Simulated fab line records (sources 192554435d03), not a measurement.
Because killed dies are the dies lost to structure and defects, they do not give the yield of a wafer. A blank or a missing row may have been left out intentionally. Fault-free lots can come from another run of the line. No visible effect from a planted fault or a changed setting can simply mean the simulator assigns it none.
fab line records + flow n5-finfet
record:
- lots: 9
- wafers: 27
- last-day: 18
route steps=1938 shown DUMMY_REMOVAL@378 HKMG_FIN@399 BEOL_M4@1111 PASSIVATION@1936
lots untouched by any fault: they come from a run of this same line in which no faults occurred
start-h: hours from the record's opening day to when the first of the lot's shown wafers began + wait-h: hours from the lot's prior step to this one + " repeats the value in the row above + L1.1+2: several wafers, shown together as one row + - no value, or no start given + * or withheld: withheld + < > ~ a bound
route shown NAME@n: names a module that has steps shown in the file, with the first one's number in the route + usual: mean/standard deviation taken from wafers without a fault + same: alike in all rows + chamber/n: place in a boat + sites: readings site by site + _std_site: the standard deviation of these + _edge_site: mean of outer sites minus mean of inner sites + radius-mm: for every site, how far away it sits from the centre of the wafer + mask NAME#n: copy n + behind: tool/chamber where the wafer was last shaped + hold: why the lot went on hold/how many hours it stayed there/how the hold came to an end + device: names the non-switching transistor (n, p or np) + end of line: at the end of the route, the tests of the same wafers + a step with no rows: only its recipe + killed: the dies lost at the first sort to structure and to defects; this is not the yield of the wafer + map: a wafer's dies, marking killed ones x, the rest . and places with no die _
set.NAME: the setting as run; set.NAME@STEP: as run at that earlier step + model.NAME: the simulator's own value behind a step, which no gauge read
the route's steps for a sample of lots (tables are steps, rows are wafers)
services: from which hour (start-h, from the record's first day; less than 0 if before it) a tool's chamber was out of use, for how many hours, and why
== steps ==
step: N5_DUMMY_REMOVAL_STRIP_10
recipe:
- chemistry: N2/H2
- time-s: 40
- power-w: 100
- temp-c: 40
- pressure-mtorr: 100
- rf-frequency-hz: 6e+07
- bias-power-w: 3
- n2-flow-sccm: 300
- h2-flow-sccm: 300
usual:
- drypump-motor-current-A: 5.7/0.42
- h2-flow-sccm: 300.1/0.75
- oes-product-au: 0.81/0.1
- rf-vpp-V: 45.3/0.95
- showerhead-plenum-p-Torr: 3.39/0.13
- temp-c: 39.98/0.11
- throttle-valve-pct: 12.32/0.24
same:
- time-s: 40
| lot.wafer | tool        | chamber | start-h | wait-h | drypump-motor-current-A | h2-flow-sccm | oes-product-au | rf-hours-counter-h | rf-vpp-V | showerhead-plenum-p-Torr | temp-c | throttle-valve-pct |
|-----------|-------------|---------|---------|--------|-------------------------|--------------|----------------|--------------------|----------|--------------------------|--------|--------------------|
| L310.2    | rie-diel-05 | 0       | 89.52   | 0.0    | 5.4                     | 300.6        | 0.72           | 200                | 44.3     | 3.24                     | 40.04  | 12.54              |
| L310.5    | "           | 3       | "       | "      | 5.9                     | 300.5        | 0.91           | -                  | 44.9     | 3.59                     | 39.94  | 11.91              |
| L310.6    | "           | 2       | "       | "      | 5.5                     | 300.8        | 0.84           | -                  | 43.9     | 3.29                     | 39.96  | 12.11              |
| L313.2    | rie-diel-05 | 0       | 107.25  | 0.0    | 5.4                     | 299.0        | 0.72           | 204                | 46.6     | 3.24                     | 40.05  | 12.55              |
| L313.5    | "           | 2       | "       | "      | 5.6                     | 298.2        | 0.84           | -                  | 45.3     | 3.29                     | 39.90  | 12.11              |
| L313.6    | "           | 1       | "       | "      | 6.3                     | 299.8        | 0.71           | -                  | 44.0     | 3.39                     | 40.02  | 12.56              |
| L314.1    | rie-diel-05 | 1       | 113.95  | 0.0    | 6.3                     | 300.7        | 0.72           | 178                | 43.5     | 3.39                     | 39.92  | 12.55              |
| L314.4    | "           | 0       | "       | "      | 5.4                     | 300.2        | 0.72           | 206                | 45.3     | 3.24                     | 39.75  | 12.57              |
| L314.5    | "           | 1       | "       | "      | 6.3                     | 301.8        | 0.72           | -                  | 47.0     | 3.39                     | 39.87  | 12.56              |
| L321.1    | rie-diel-02 | 2       | 157.24  | 0.0    | 5.9                     | 299.7        | 0.89           | 26                 | 44.9     | 3.59                     | 39.80  | 12.10              |
| L321.5    | "           | 2       | "       | "      | 5.8                     | 300.0        | 0.89           | -                  | 44.3     | 3.59                     | 39.95  | 12.08              |
| L321.6    | "           | 1       | "       | "      | 5.1                     | 299.2        | 0.97           | -                  | 45.6     | 3.32                     | 40.23  | 12.10              |
| L322.2    | rie-diel-04 | 3       | 159.99  | 0.0    | 6.2                     | 300.3        | 0.79           | 114                | 45.7     | 3.29                     | 40.19  | 12.50              |
| L322.5    | "           | 1       | "       | "      | 5.2                     | 300.6        | 0.71           | -                  | 45.3     | 3.33                     | 40.04  | 12.36              |
| L322.6    | "           | 2       | "       | "      | 6.1                     | 299.9        | 0.88           | -                  | 45.4     | 3.58                     | 39.82  | 12.29              |
| L326.1    | rie-diel-05 | 2       | 187.37  | 0.0    | 5.5                     | 300.9        | 0.80           | 91                 | 44.9     | 3.28                     | 40.06  | 12.18              |
| L326.2    | "           | 3       | "       | "      | 5.9                     | 299.8        | 0.87           | 46                 | 46.9     | 3.58                     | 40.16  | 11.98              |
| L326.4    | "           | 0       | "       | "      | 5.4                     | 301.1        | 0.70           | 228                | 45.1     | 3.23                     | 39.87  | 12.62              |
| L328.3    | rie-diel-05 | 1       | 195.55  | 0.0    | 6.3                     | 300.1        | 0.70           | 201                | 44.2     | 3.37                     | 39.93  | 12.63              |
| L328.5    | "           | 1       | "       | "      | 6.3                     | 299.7        | 0.70           | -                  | 45.8     | 3.37                     | 40.10  | 12.62              |
| L328.6    | "           | 0       | "       | "      | 5.4                     | 299.8        | 0.70           | -                  | 45.1     | 3.23                     | 40.05  | 12.63              |
| L329.1    | rie-diel-05 | 2       | 201.79  | 0.0    | 5.6                     | 300.1        | 0.81           | 94                 | 45.2     | 3.27                     | 39.85  | 12.18              |
| L329.2    | "           | 1       | "       | "      | 6.3                     | 300.3        | 0.71           | 202                | 45.9     | 3.37                     | 40.03  | 12.61              |
| L329.4    | "           | 0       | "       | "      | 5.4                     | 299.3        | 0.70           | 231                | 43.7     | 3.23                     | 39.89  | 12.64              |
| L330.2    | rie-diel-02 | 1       | 213.26  | 0.0    | 5.1                     | 299.1        | 0.92           | 19                 | 46.5     | 3.31                     | 40.09  | 12.14              |
| L330.3    | "           | 2       | "       | "      | 5.9                     | 301.1        | 0.86           | 42                 | 45.4     | 3.58                     | 39.79  | 12.13              |
| L330.5    | "           | 3       | "       | "      | 5.7                     | 300.4        | 0.90           | -                  | 44.0     | 3.33                     | 39.92  | 12.22              |
step: N5_DUMMY_REMOVAL_INSPECT_06
recipe:
- inspect-instrument: brightfield
- mode: aei
usual:
- raw-defect-count: 14/6.9
| lot.wafer | tool              | chamber | start-h | wait-h | raw-defect-count |
|-----------|-------------------|---------|---------|--------|------------------|
| L310.2    | defect-inspect-02 | -       | 89.68   | 0.0    | 6                |
| L310.5    | "                 | -       | "       | "      | 10               |
| L310.6    | "                 | -       | "       | "      | 5                |
| L313.2    | defect-inspect-02 | -       | 107.42  | 0.0    | 12               |
| L313.5    | "                 | -       | "       | "      | 6                |
| L313.6    | "                 | -       | "       | "      | 11               |
| L314.1    | defect-inspect-01 | -       | 114.11  | 0.0    | 14               |
| L314.4    | "                 | -       | "       | "      | 22               |
| L314.5    | "                 | -       | "       | "      | 18               |
| L321.1    | defect-inspect-01 | -       | 157.40  | 0.0    | 10               |
| L321.5    | "                 | -       | "       | "      | 5                |
| L321.6    | "                 | -       | "       | "      | 25               |
| L322.2    | defect-inspect-01 | -       | 160.15  | 0.0    | 6                |
| L322.5    | "                 | -       | "       | "      | 13               |
| L322.6    | "                 | -       | "       | "      | 5                |
| L326.1    | defect-inspect-01 | -       | 187.53  | 0.0    | 15               |
| L326.2    | "                 | -       | "       | "      | 8                |
| L326.4    | "                 | -       | "       | "      | 3                |
| L328.3    | defect-inspect-02 | -       | 195.71  | 0.0    | 18               |
| L328.5    | "                 | -       | "       | "      | 13               |
| L328.6    | "                 | -       | "       | "      | 7                |
| L329.1    | defect-inspect-02 | -       | 201.95  | 0.0    | 14               |
| L329.2    | "                 | -       | "       | "      | 14               |
| L329.4    | "                 | -       | "       | "      | 14               |
| L330.2    | defect-inspect-02 | -       | 213.43  | 0.0    | 16               |
| L330.3    | "                 | -       | "       | "      | 8                |
| L330.5    | "                 | -       | "       | "      | 12               |
step: N5_HKMG_FIN_OVL_MEAS_50
recipe:
- points-per-wafer: 44
usual:
- NDIPOLE_OVL: -0.1/0.64
| lot.wafer | tool       | chamber | start-h | wait-h | NDIPOLE_OVL[nm] |
|-----------|------------|---------|---------|--------|-----------------|
| L310.2    | overlay-01 | 0       | 91.01   | 0.0    | -0.4            |
| L310.5    | "          | 0       | "       | "      | 0.5             |
| L310.6    | "          | 0       | "       | "      | -1.0            |
| L313.2    | overlay-01 | 0       | 110.07  | 0.0    | -0.3            |
| L313.5    | "          | 0       | "       | "      | 0.6             |
| L313.6    | "          | 0       | "       | "      | -0.4            |
| L314.1    | overlay-02 | 0       | 115.59  | 0.0    | -0.3            |
| L314.4    | "          | 0       | "       | "      | -0.3            |
| L314.5    | "          | 0       | "       | "      | -0.1            |
| L321.1    | overlay-02 | 0       | 159.07  | 0.0    | 1.0             |
| L321.5    | "          | 0       | "       | "      | 0.4             |
| L321.6    | "          | 0       | "       | "      | 0.6             |
| L322.2    | overlay-02 | 0       | 162.16  | 0.0    | 0.3             |
| L322.5    | "          | 0       | "       | "      | -0.4            |
| L322.6    | "          | 0       | "       | "      | 0.8             |
| L326.1    | overlay-01 | 0       | 188.75  | 0.0    | 0.2             |
| L326.2    | "          | 0       | "       | "      | -0.1            |
| L326.4    | "          | 0       | "       | "      | 0.4             |
| L328.3    | overlay-02 | 0       | 197.04  | 0.0    | -0.8            |
| L328.5    | "          | 0       | "       | "      | -1.2            |
| L328.6    | "          | 0       | "       | "      | -0.9            |
| L329.1    | overlay-01 | 0       | 203.30  | 0.0    | 0.0             |
| L329.2    | "          | 0       | "       | "      | -0.3            |
| L329.4    | "          | 0       | "       | "      | 0.0             |
| L330.2    | overlay-02 | 0       | 214.76  | 0.0    | -1.0            |
| L330.3    | "          | 0       | "       | "      | -0.2            |
| L330.5    | "          | 0       | "       | "      | -0.5            |
step: N5_HKMG_FIN_ETCH_58
recipe:
- chemistry: N2/H2
- target: SOC
- target-depth-a: 2158
- ion-energy-ev: 50
- bias-w: 13
- time-s: 741
- pressure-mtorr: 30
- source-w: 875
- n2-flow-sccm: 200
- h2-flow-sccm: 200
usual:
- drypump-motor-current-A: 5.8/0.46
- h2-flow-sccm: 200.1/0.57
- oes-product-au: 0.78/0.093
- rf-fwd-power-W: 874.4/2.7
- rf-vpp-V: 99.1/0.99
- showerhead-plenum-p-Torr: 2.53/0.095
- throttle-valve-pct: 17.85/0.26
same:
- time-s: 741
| lot.wafer | tool        | chamber | start-h | wait-h | drypump-motor-current-A | h2-flow-sccm | oes-product-au | rf-fwd-power-W | rf-hours-counter-h | rf-vpp-V | showerhead-plenum-p-Torr | throttle-valve-pct |
|-----------|-------------|---------|---------|--------|-------------------------|--------------|----------------|----------------|--------------------|----------|--------------------------|--------------------|
| L310.2    | rie-diel-06 | 0       | 91.37   | 0.0    | 6.5                     | 199.2        | 0.79           | 877.4          | 99                 | 99.0     | 2.46                     | 17.70              |
| L310.5    | "           | 2       | "       | "      | 5.3                     | 199.7        | 0.70           | 874.7          | -                  | 98.4     | 2.61                     | 17.94              |
| L310.6    | "           | 1       | "       | "      | 5.5                     | 199.8        | 0.71           | 872.4          | -                  | 98.9     | 2.51                     | 17.85              |
| L313.2    | rie-diel-03 | 0       | 110.43  | 0.0    | 5.4                     | 199.4        | 0.73           | 873.5          | 160                | 99.1     | 2.43                     | 17.78              |
| L313.5    | "           | 1       | "       | "      | 5.7                     | 200.7        | 0.71           | 876.6          | -                  | 99.9     | 2.64                     | 18.30              |
| L313.6    | "           | 2       | "       | "      | 5.7                     | 199.7        | 0.68           | 873.9          | -                  | 98.3     | 2.39                     | 18.24              |
| L314.1    | rie-diel-01 | 3       | 116.18  | 0.0    | 5.5                     | 200.9        | 0.74           | 871.1          | 173                | 98.5     | 2.52                     | 17.70              |
| L314.4    | "           | 1       | "       | "      | 5.3                     | 199.1        | 0.73           | 873.0          | 195                | 96.7     | 2.42                     | 18.30              |
| L314.5    | "           | 1       | "       | "      | 5.3                     | 199.3        | 0.72           | 871.2          | -                  | 99.0     | 2.42                     | 18.29              |
| L321.1    | rie-diel-01 | 1       | 159.43  | 0.0    | 5.3                     | 200.8        | 0.71           | 870.4          | 209                | 98.2     | 2.41                     | 18.33              |
| L321.5    | "           | 1       | "       | "      | 5.3                     | 200.3        | 0.72           | 872.8          | -                  | 99.3     | 2.41                     | 18.33              |
| L321.6    | "           | 0       | "       | "      | 5.5                     | 200.2        | 0.73           | 873.1          | -                  | 99.0     | 2.65                     | 17.91              |
| L322.2    | rie-diel-01 | 2       | 162.54  | 0.0    | 5.8                     | 200.2        | 0.68           | 871.5          | 196                | 100.9    | 2.53                     | 17.90              |
| L322.5    | "           | 0       | "       | "      | 5.5                     | 199.2        | 0.82           | 1088.6         | -                  | 91.5     | 2.64                     | 17.93              |
| L322.6    | "           | 1       | "       | "      | 5.3                     | 200.1        | 0.71           | 875.2          | -                  | 98.4     | 2.41                     | 18.33              |
| L326.1    | rie-diel-03 | 0       | 189.11  | 0.0    | 5.3                     | 200.8        | 0.73           | 876.5          | 185                | 98.4     | 2.42                     | 17.82              |
| L326.2    | "           | 3       | "       | "      | 6.6                     | 200.1        | 0.82           | 871.0          | 77                 | 99.3     | 2.67                     | 17.44              |
| L326.4    | "           | 0       | "       | "      | 5.3                     | 200.8        | 0.72           | 875.2          | -                  | 98.8     | 2.42                     | 17.83              |
| L328.3    | rie-diel-06 | 2       | 197.74  | 0.0    | 5.3                     | 199.8        | 0.96           | 877.7          | 2                  | 100.4    | 2.60                     | 17.59              |
| L328.5    | "           | 3       | "       | "      | 5.6                     | 200.1        | 0.89           | 876.4          | -                  | 96.8     | 2.49                     | 17.99              |
| L328.6    | "           | 0       | "       | "      | 6.5                     | 199.8        | 0.75           | 873.6          | -                  | 98.1     | 2.45                     | 17.78              |
| L329.1    | rie-diel-03 | 0       | 203.66  | 0.0    | 5.3                     | 199.7        | 0.71           | 872.2          | 190                | 98.5     | 2.42                     | 17.85              |
| L329.2    | "           | 2       | "       | "      | 5.7                     | 200.0        | 0.91           | 872.0          | 21                 | 98.2     | 2.70                     | 17.78              |
| L329.4    | "           | 3       | "       | "      | 6.6                     | 201.5        | 0.81           | 871.9          | -                  | 99.4     | 2.66                     | 17.45              |
| L330.2    | rie-diel-03 | 2       | 215.12  | 0.0    | 5.7                     | 200.4        | 0.90           | 868.0          | 26                 | 98.9     | 2.70                     | 17.80              |
| L330.3    | "           | 3       | "       | "      | 6.6                     | 199.8        | 0.80           | 876.2          | 88                 | 98.8     | 2.66                     | 17.48              |
| L330.5    | "           | 3       | "       | "      | 6.6                     | 200.8        | 0.80           | 875.5          | -                  | 100.4    | 2.66                     | 17.47              |
step: N5_BEOL_M4_RC_MEAS_101
usual:
- DIBL_N: 36.4/1.6
- DIBL_P: 36.2/1.8
- IOFF_N: 0.159/0.029
- IOFF_P: 0.21/0.034
- ION_N: 670/12
- ION_P: 459/8.2
- SS_N: 71.5/0.59
- SS_P: 73.2/0.54
- VT_N: 250/3.3
- VT_P: -250/3.7
| lot.wafer | tool      | chamber | start-h | wait-h | DIBL_N[mV/V] | DIBL_P[mV/V] | IOFF_N[nA/um] | IOFF_P[nA/um] | ION_N[uA/um] | ION_P[uA/um] | SS_N[mV/dec] | SS_P[mV/dec] | VT_N[mV] | VT_P[mV] |
|-----------|-----------|---------|---------|--------|--------------|--------------|---------------|---------------|--------------|--------------|--------------|--------------|----------|----------|
| L310.2    | prober-02 | 0       | 209.13  | 0.2    | 38.1         | 36.5         | 0.204         | 0.25          | 697          | 472          | 72.2         | 73.0         | 248      | -247     |
| L310.5    | "         | 0       | "       | "      | 39.7         | 38.4         | 0.260         | 0.31          | 698          | 477          | 72.9         | 73.5         | 243      | -241     |
| L310.6    | "         | 0       | "       | "      | 37.4         | 35.3         | 0.191         | 0.24          | 683          | 469          | 72.1         | 73.2         | 247      | -247     |
| L313.2    | prober-01 | 0       | 216.72  | 0.2    | 35.7         | 36.0         | 0.152         | 0.24          | 668          | 469          | 71.6         | 73.0         | 248      | -247     |
| L313.5    | "         | 0       | "       | "      | 37.6         | 38.7         | 0.200         | 0.28          | 680          | 470          | 71.9         | 73.7         | 246      | -248     |
| L313.6    | "         | 0       | "       | "      | 37.2         | 38.2         | 0.187         | 0.27          | 688          | 472          | 72.0         | 74.3         | 244      | -246     |
| L314.1    | prober-01 | 0       | 243.95  | 0.0    | 35.2         | 33.9         | 0.121         | 0.16          | 656          | 441          | 71.2         | 73.0         | 254      | -259     |
| L314.4    | "         | 0       | "       | "      | 35.8         | 34.4         | 0.130         | 0.16          | 657          | 441          | 71.6         | 72.5         | 257      | -258     |
| L314.5    | "         | 0       | "       | "      | 37.1         | 36.6         | 0.148         | 0.19          | 664          | 452          | 71.6         | 73.4         | 252      | -256     |
| L321.1    | prober-02 | 0       | 258.39  | 0.0    | 35.5         | 35.8         | 0.130         | 0.20          | 656          | 452          | 71.0         | 73.0         | 253      | -251     |
| L321.5    | "         | 0       | "       | "      | 35.2         | 35.1         | 0.126         | 0.18          | 668          | 461          | 70.8         | 72.8         | 254      | -252     |
| L321.6    | "         | 0       | "       | "      | 36.1         | 32.9         | 0.127         | 0.15          | 643          | 445          | 72.0         | 72.8         | 256      | -255     |
| L322.2    | prober-02 | 0       | 285.85  | 0.2    | 34.7         | 34.2         | 0.115         | 0.17          | 649          | 448          | 70.8         | 72.9         | 254      | -255     |
| L322.5    | "         | 0       | "       | "      | 36.9         | 36.8         | 0.151         | 0.23          | 661          | 456          | 71.6         | 73.2         | 249      | -250     |
| L322.6    | "         | 0       | "       | "      | 36.5         | 35.8         | 0.152         | 0.20          | 657          | 452          | 70.8         | 73.2         | 252      | -253     |
| L326.1    | prober-02 | 0       | 293.77  | 0.0    | 39.8         | 38.1         | 0.211         | 0.25          | 673          | 456          | 72.7         | 74.5         | 243      | -251     |
| L326.2    | "         | 0       | "       | "      | 34.7         | 34.4         | 0.128         | 0.20          | 667          | 459          | 70.1         | 72.9         | 251      | -249     |
| L326.4    | "         | 0       | "       | "      | 37.9         | 36.6         | 0.181         | 0.24          | 677          | 458          | 72.7         | 73.4         | 246      | -248     |
| L328.3    | prober-02 | 0       | 311.25  | 0.3    | 35.5         | 34.9         | 0.113         | 0.14          | 649          | 443          | 71.2         | 72.3         | 257      | -262     |
| L328.5    | "         | 0       | "       | "      | 38.6         | 39.7         | 0.190         | 0.20          | 673          | 453          | 72.2         | 73.7         | 250      | -253     |
| L328.6    | "         | 0       | "       | "      | 36.9         | 37.1         | 0.152         | 0.16          | 675          | 455          | 71.9         | 72.9         | 251      | -258     |
| L329.1    | prober-01 | 0       | 331.48  | 0.0    | 36.1         | 37.1         | 0.157         | 0.22          | 657          | 458          | 71.7         | 73.4         | 253      | -250     |
| L329.2    | "         | 0       | "       | "      | 37.3         | 39.1         | 0.196         | 0.26          | 689          | 472          | 71.7         | 73.6         | 247      | -248     |
| L329.4    | "         | 0       | "       | "      | 33.1         | 34.9         | 0.117         | 0.19          | 652          | 460          | 70.8         | 72.5         | 253      | -250     |
| L330.2    | prober-02 | 0       | 335.34  | 0.2    | 37.0         | 37.7         | 0.179         | 0.27          | 671          | 468          | 72.1         | 73.9         | 248      | -245     |
| L330.3    | "         | 0       | "       | "      | 32.8         | 33.8         | 0.114         | 0.20          | 657          | 466          | 70.8         | 72.3         | 255      | -246     |
| L330.5    | "         | 0       | "       | "      | 32.9         | 34.5         | 0.119         | 0.23          | 660          | 464          | 70.8         | 73.0         | 249      | -247     |
step: N5_PASSIVATION_PROBE_49
usual:
- defect-limited-yield: 91.1/1.5
- killed_at_M0_to_M3: 33/9.9
- killed_at_M4_up: 14/5.2
- killed-at-contacts: 12/6.7
- killed-at-front-end: 43/13
- killed-at-other: 3.4/2.7
- killed-dies: 105/17
- killed-open: 69/13
- killed-short: 33/7.5
- sort_bin_5_function: 5.2/0.91
- sort_bin_6_memory: 3.3/0.71
- sort_bin_8_speed: 0.00/0.032
- sort-n-pass: 1075/17
- sort-yield-pct: 91.1/1.5
same:
- gross-dies: 1180
- killed-at-back-side: 0
- sort_bin_4_leakage[%]: 0
| lot.wafer | tool      | chamber | start-h | wait-h | defect-limited-yield[%] | killed_at_M0_to_M3 | killed_at_M4_up | killed-at-contacts | killed-at-front-end | killed-at-other | killed-dies | killed-open | killed-short | sort_bin_5_function[%] | sort_bin_6_memory[%] | sort_bin_8_speed[%] | sort-n-pass | sort-yield-pct[%] |
|-----------|-----------|---------|---------|--------|-------------------------|--------------------|-----------------|--------------------|---------------------|-----------------|-------------|-------------|--------------|------------------------|----------------------|---------------------|-------------|-------------------|
| L326.1    | prober-01 | -       | 405.58  | 0.0    | 90.6                    | 40                 | 10              | 13                 | 46                  | 2               | 111         | 75          | 35           | 5.8                    | 3.4                  | 0                   | 1069        | 90.6              |
| L326.2    | prober-01 | -       | 405.63  | 0.1    | 91.4                    | 27                 | 17              | 8                  | 42                  | 7               | 101         | 72          | 25           | 5.3                    | 2.9                  | 0                   | 1079        | 91.4              |
| L326.4    | prober-01 | -       | 405.73  | 0.2    | 91.7                    | 23                 | 10              | 10                 | 52                  | 3               | 98          | 55          | 34           | 4.6                    | 2.7                  | 0                   | 1082        | 91.7              |
killed by level:class
L326.1 BEOL_M2:geometric-particle:open=14 MOL_CONTACT_COAG:geometric-particle:open=11 DUMMY_GATE:geometric-particle:open=9 FIN_SAQP:geometric-particle:short=8 BEOL_M0_SAQP:geometric-particle:open=7 BEOL_M0_SAQP:geometric-particle:short=7 BEOL_M3:geometric-particle:open=5 STARTING-WAFER:geometric-particle:short=5
L326.2 DUMMY_GATE:geometric-particle:open=9 BEOL_M1:geometric-particle:open=9 STARTING-WAFER:geometric-particle:open=8 MOL_CONTACT_COAG:geometric-particle:open=7 FIN_SAQP:geometric-particle:open=5 BEOL_M0_SAQP:geometric-particle:short=5 STARTING-WAFER:geometric-particle:short=5 FIN_SAQP:geometric-particle:short=4
L326.4 MOL_CONTACT_COAG:geometric-particle:open=9 DUMMY_GATE:geometric-particle:open=8 FIN_SAQP:geometric-particle:open=7 STI_FIN_REVEAL:geometric-particle:open=7 BEOL_M0_SAQP:geometric-particle:open=7 FIN_SAQP:geometric-particle:short=6 HKMG_FIN:area-etch=6 DUMMY_GATE:geometric-particle:short=4
== services ==
| tool        | chamber | start-h | hours | kind                          |
|-------------|---------|---------|-------|-------------------------------|
| rie-diel-02 | 3       | 77.62   | -     | clean                         |
| rie-diel-02 | 3       | 77.62   | -     | consumable-replace:focus-ring |
| rie-diel-02 | 3       | 77.62   | 12.6  | scheduled-down                |
| rie-diel-02 | 3       | 77.62   | 12.6  | vent-cycle                    |
| rie-diel-04 | 1       | 80.68   | 3.3   | repair                        |
| rie-diel-01 | 1       | 95.89   | 7.1   | repair                        |
| rie-diel-02 | -       | 110.04  | 15.6  | pm                            |
| rie-diel-06 | -       | 127.09  | 0.4   | repair                        |
| rie-diel-03 | 2       | 127.13  | -     | clean                         |
| rie-diel-03 | 2       | 127.13  | -     | consumable-replace:focus-ring |
| rie-diel-03 | 2       | 127.13  | -     | consumable-replace:showerhead |
| rie-diel-03 | 2       | 127.13  | 11.0  | scheduled-down                |
| rie-diel-03 | 2       | 127.13  | 11.0  | vent-cycle                    |
| rie-diel-04 | 3       | 138.80  | 6.5   | repair                        |
| rie-diel-02 | 2       | 146.85  | 7.3   | repair                        |
| rie-diel-02 | -       | 174.45  | 5.9   | repair                        |
| rie-diel-03 | 2       | 177.94  | 5.5   | repair                        |
| rie-diel-03 | 1       | 183.66  | -     | clean                         |
| rie-diel-03 | 1       | 183.66  | -     | consumable-replace:focus-ring |
| rie-diel-03 | 1       | 183.66  | 31.7  | scheduled-down                |
| rie-diel-03 | 1       | 183.66  | 31.7  | vent-cycle                    |
| rie-diel-06 | 0       | 200.50  | 16.6  | repair                        |
| rie-diel-03 | -       | 205.84  | 0.2   | repair                        |
| rie-diel-05 | -       | 207.71  | 14.6  | pm                            |
== key ==
first-sign:
- step: N5_HKMG_FIN_ETCH_58
- reading: rf-fwd-power-W
- direction: up
- sigmas: 81
- usual: *
- struck: *
effect:
- step: N5_HKMG_FIN_ETCH_58
- reading: rf-vpp-V
- direction: down
- sigmas: 7.7
- usual: 99.1
- struck: 91.5
met-at N5_HKMG_FIN_ETCH_58
struck-lots L322
struck-wafers L322.5
not-acting-at N5_DUMMY_REMOVAL_STRIP_10,N5_DUMMY_REMOVAL_INSPECT_06,N5_HKMG_FIN_OVL_MEAS_50
onset-between 159.43 162.54
fault:
- kind: process-parameter-drift
- tool: rie-diel-01
- chamber: 0
- onset-h: 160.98
- steps: N5_HKMG_FIN_ETCH_58
- channel: source-w
- offset: 210
- shape: step
- end-h: 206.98
- acts-in: these-recipes-only
- stated: 875
